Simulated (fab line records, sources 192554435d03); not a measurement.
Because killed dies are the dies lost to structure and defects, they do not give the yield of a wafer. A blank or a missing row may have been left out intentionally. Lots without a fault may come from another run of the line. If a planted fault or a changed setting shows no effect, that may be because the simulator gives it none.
Lot-split experiment | flow n5-finfet | 7 lots, 39 wafers read, on a route of 1938 steps

## SPLIT DETAILS
At N5_GATE_CUT_DESCUM_18 (chemistry O2, time 7 s), the setting time-s was moved away from the recipe's 7 s on 15 of the 39 wafers read, by -52.0% to +33.1%. For the rest of the wafers, this setting stayed at what the recipe calls for.

No step appears in the file between the split and the reading.

## THE READING
CAR-EUV_of_GATE_CUT_COAT_07.thk-nm (the simulator's own value, which no gauge read), in nm, at N5_GATE_CUT_ETCH_28 (etches underlayer in N2/H2, target depth 13 nm, time 10.4 s). The file does not state a usual value for it. Here, 24 wafers ran the recipe; their average is 14.6 nm with a standard deviation of 0.11 nm.

wafer  | tool, chamber at the split | time-s as run, s | against the recipe | CAR-EUV_of_GATE_CUT_COAT_07.thk-nm, nm | against lot-mates on the recipe
L076.1 | rie-diel-06, 1,3           | 7                | recipe             | 14.6                                   | -
L076.6 | rie-diel-06, 1,3           | 7                | recipe             | 14.6                                   | -
L076.2 | rie-diel-06, 3             | 7                | recipe             | 14.4                                   | -
L076.3 | rie-diel-06, 2,0,2         | 5.308            | -24.2%             | 15.2                                   | +0.7
L076.4 | rie-diel-06, 2,0,2         | 5.308            | -24.2%             | 15.4                                   | +0.9
L076.5 | rie-diel-06, 2,0,2         | 5.308            | -24.2%             | 15.4                                   | +0.9
L079.2 | rie-diel-01, 0,1,0         | 7                | recipe             | 14.6                                   | -
L079.4 | rie-diel-01, 0,1,0         | 7                | recipe             | 14.6                                   | -
L079.6 | rie-diel-01, 0,1,0         | 7                | recipe             | 14.8                                   | -
L085.1 | rie-diel-01, 2,3,1         | 5.373            | -23.2%             | 15.2                                   | +0.7
L085.4 | rie-diel-01, 2,3,1         | 5.373            | -23.2%             | 15.2                                   | +0.7
L085.2 | rie-diel-01, 0,2,1         | 7                | recipe             | 14.6                                   | -
L085.5 | rie-diel-01, 0,2,1         | 7                | recipe             | 14.6                                   | -
L085.3 | rie-diel-01, 2,3,1         | 5.373            | -23.2%             | 15.4                                   | +0.9
L085.6 | rie-diel-01, 0,2,1         | 7                | recipe             | 14.4                                   | -
L089.1 | rie-diel-02, 1,3           | 7                | recipe             | 14.6                                   | -
L089.3 | rie-diel-02, 0,2,0,3       | 7                | recipe             | 14.6                                   | -
L089.4 | rie-diel-02, 1,3           | 7                | recipe             | 14.6                                   | -
L089.5 | rie-diel-02, 0,2,0,3       | 7                | recipe             | 14.6                                   | -
L089.6 | rie-diel-02, 0,2,0,3       | 7                | recipe             | 14.6                                   | -
L089.2 | rie-diel-02, 0,2,0,3       | 7                | recipe             | 14.4                                   | -
L092.1 | rie-diel-02, 3,2,3         | 3.362            | -52.0%             | 16.6                                   | +1.9
L092.2 | rie-diel-02, 3,2,3         | 3.362            | -52.0%             | 16.4                                   | +1.7
L092.6 | rie-diel-02, 3,2,3         | 3.362            | -52.0%             | 16.4                                   | +1.7
L092.3 | rie-diel-02, 1,2           | 7                | recipe             | 14.8                                   | -
L092.5 | rie-diel-02, 1,2           | 7                | recipe             | 14.8                                   | -
L092.4 | rie-diel-02, 0             | 7                | recipe             | 14.6                                   | -
L094.1 | rie-diel-01, 3,3,0         | 7                | recipe             | 14.8                                   | -
L094.6 | rie-diel-01, 3,3,0         | 7                | recipe             | 14.8                                   | -
L094.2 | rie-diel-01, 1,0           | 9.318            | +33.1%             | 13.4                                   | -1.3
L094.4 | rie-diel-01, 2             | 9.318            | +33.1%             | 13.4                                   | -1.3
L094.3 | rie-diel-01, 1,0           | 9.318            | +33.1%             | 13.6                                   | -1.1
L094.5 | rie-diel-01, 3,3,0         | 7                | recipe             | 14.6                                   | -
L096.1 | rie-diel-06, 3,2,3         | 7                | recipe             | 14.6                                   | -
L096.4 | rie-diel-06, 3,2,3         | 7                | recipe             | 14.6                                   | -
L096.5 | rie-diel-06, 3,2,3         | 7                | recipe             | 14.6                                   | -
L096.2 | rie-diel-06, 0,2,0         | 8.299            | +18.6%             | 13.8                                   | -0.8
L096.6 | rie-diel-06, 0,2,0         | 8.299            | +18.6%             | 13.8                                   | -0.8
L096.3 | rie-diel-06, 0,2,0         | 8.299            | +18.6%             | 14                                     | -0.6
When a row names more than one chamber, that row covers several wafers, and the file does not tell which wafer ran in which chamber.

FIT RESULTS
A straight line over all 39 wafers: CAR-EUV_of_GATE_CUT_COAT_07.thk-nm changes by -0.0345 nm for each +1% of time-s; r = -0.98; the points scatter about the line by 0.12 nm.
The same after taking each lot's own level away (the mean of its wafers on the recipe; 39 wafers): -0.0348 nm for each +1%; r = -0.99; scatter 0.099 nm.
That fit puts the effect of the largest move of time-s on the reading at 1.8 nm.
The lots' own levels span 14.53 to 14.73 nm, that is 1.8 times the standard deviation above.
So the lot-to-lot level changes the slope little: the two slopes agree.
Check: +1.76 nm against its lot-mates is what the line predicts for one of the wafers moved furthest among these (-52.0%) when that wafer is left out of the fit. Against them it came out at +1.87 nm.

## ADDITIONAL SPLITS CARRIED BY THESE WAFERS
Other splits were also applied to these wafers ahead of the reading. Each is held against what the fit with the lots' levels taken away leaves over:
other split on the same wafers        | wafers away from the commonest value | r with CAR-EUV_of_GATE_CUT_COAT_07.thk-nm (lot level and that fit taken away)
N5_FIN_SAQP_HM_DEP_03 target-thk-a    | 15                                   | -0.10
N5_FIN_SAQP_SPACER1_ALD_24 ald-cycles | 18                                   | -0.09
N5_SD_EPI_N_DESCUM_14 time-s          | 9                                    | -0.15

## THE WHOLE CHAIN: every reading that the file lists as answering this split, in the file's order
step                  | what it does                                                | reading                                                                             | change (the file's fit)                | r (the file's)
N5_GATE_CUT_DESCUM_18 | chemistry O2, time 7 s                                      | CAR-EUV_of_GATE_CUT_COAT_07.thk-nm (the simulator's own value, which no gauge read) | -0.036 nm for each +1% of the setting  | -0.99
N5_GATE_CUT_ETCH_28   | etches underlayer in N2/H2, target depth 13 nm, time 10.4 s | CAR-EUV_of_GATE_CUT_COAT_07.thk-nm (the simulator's own value, which no gauge read) | -0.0346 nm for each +1% of the setting | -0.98

## FILE'S OWN FIT
CAR-EUV_of_GATE_CUT_COAT_07.thk-nm changes by -0.0346 nm for each +1% of time-s, r = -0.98.
